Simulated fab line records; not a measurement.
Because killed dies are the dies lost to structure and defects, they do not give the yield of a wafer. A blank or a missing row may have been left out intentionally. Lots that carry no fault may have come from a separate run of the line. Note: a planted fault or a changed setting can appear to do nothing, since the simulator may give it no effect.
What tool caused it? || flow n5-finfet || 24 lots, 72 wafers sampled, at 1 step of a route of 1938

== WHAT EACH GAUGE READ, for each wafer ==
N5_BEOL_M3_INSPECT_59: inspects for defects (darkfield).
{"lot": "L075", "measured": "day 8 20:02", "on": "defect-inspect-01", "raw-defect-count": "53 75 122"}
{"lot": "L074", "measured": "day 8 21:55", "on": "defect-inspect-01", "raw-defect-count": "68 48 56"}
{"lot": "L078", "measured": "day 9 00:17", "on": "defect-inspect-02", "raw-defect-count": "115 69 118"}
{"lot": "L077", "measured": "day 9 00:32", "on": "defect-inspect-02", "raw-defect-count": "51 96 67"}
{"lot": "L076", "measured": "day 9 00:50", "on": "defect-inspect-02", "raw-defect-count": "74 57 85"}
{"lot": "L079", "measured": "day 9 04:18", "on": "defect-inspect-02", "raw-defect-count": "96 36 57"}
{"lot": "L080", "measured": "day 9 18:06", "on": "defect-inspect-01", "raw-defect-count": "87 127 66"}
{"lot": "L081", "measured": "day 9 18:22", "on": "defect-inspect-01", "raw-defect-count": "80 36 59"}
{"lot": "L082", "measured": "day 9 23:07", "on": "defect-inspect-02", "raw-defect-count": "54 74 63"}
{"lot": "L083", "measured": "day 10 12:17", "on": "defect-inspect-02", "raw-defect-count": "84 56 61"}
{"lot": "L084", "measured": "day 11 00:17", "on": "defect-inspect-02", "raw-defect-count": "47 73 54"}
{"lot": "L085", "measured": "day 11 02:28", "on": "defect-inspect-02", "raw-defect-count": "62 47 34"}
{"lot": "L086", "measured": "day 11 02:45", "on": "defect-inspect-01", "raw-defect-count": "73 74 57"}
{"lot": "L087", "measured": "day 11 02:52", "on": "defect-inspect-02", "raw-defect-count": "82 81 83"}
{"lot": "L088", "measured": "day 11 16:34", "on": "defect-inspect-02", "raw-defect-count": "71 104 85"}
{"lot": "L089", "measured": "day 11 18:42", "on": "defect-inspect-02", "raw-defect-count": "97 69 119"}
{"lot": "L090", "measured": "day 12 00:32", "on": "defect-inspect-02", "raw-defect-count": "51 63 43"}
{"lot": "L091", "measured": "day 12 10:03", "on": "defect-inspect-01", "raw-defect-count": "55 67 92"}
{"lot": "L093", "measured": "day 12 22:04", "on": "defect-inspect-02", "raw-defect-count": "56 33 49"}
{"lot": "L092", "measured": "day 12 23:47", "on": "defect-inspect-01", "raw-defect-count": "44 101 65"}
{"lot": "L094", "measured": "day 13 08:16", "on": "defect-inspect-01", "raw-defect-count": "58 100 72"}
{"lot": "L096", "measured": "day 13 21:51", "on": "defect-inspect-01", "raw-defect-count": "66 77 44"}
{"lot": "L095", "measured": "day 14 00:56", "on": "defect-inspect-01", "raw-defect-count": "67 93 81"}
{"lot": "L097", "measured": "day 14 06:02", "on": "defect-inspect-02", "raw-defect-count": "101 81 100"}

== WHICH TOOL RAN EACH LOT (tool, then ch and the chambers of the sampled wafers, then the start) ==
Record: no process step prior to these readings.

== AS READ BY THE TOOLS THEMSELVES (means over the sampled wafers that have a number; for cases with no such wafer, the mark the record gives instead) ==
The record holds no such reading with a usual standard deviation.

== THE ANSWER, worked out from the rows above alone ==
Rule: the lots themselves supply what counts as usual. The widest of any qualifying gaps counts: lots, ordered by their means at a reading, are off when they make up no more than a third of the lots, leave a main group of 4 or more, and stand apart from it by 3 or more times the standard deviation of that group's means. The tables above print the reading to a certain number of digits; a main group whose means all agree to those digits is not used. A lot without any number at a reading at which 4 lots or more have one is off too. Any other lot the step has rows for is counted as sound. The gauges are gone through in route order, then the tools' own readings, and for those a lot's mean is taken as printed above. At the first step where some lot is off, the reading lying furthest off is the one used; lots without a number count as furthest.
Across all readings shown, no lot is off: no conclusion can be drawn from this.

== WHAT HAD BEEN PUT IN BY THE SIMULATOR ==
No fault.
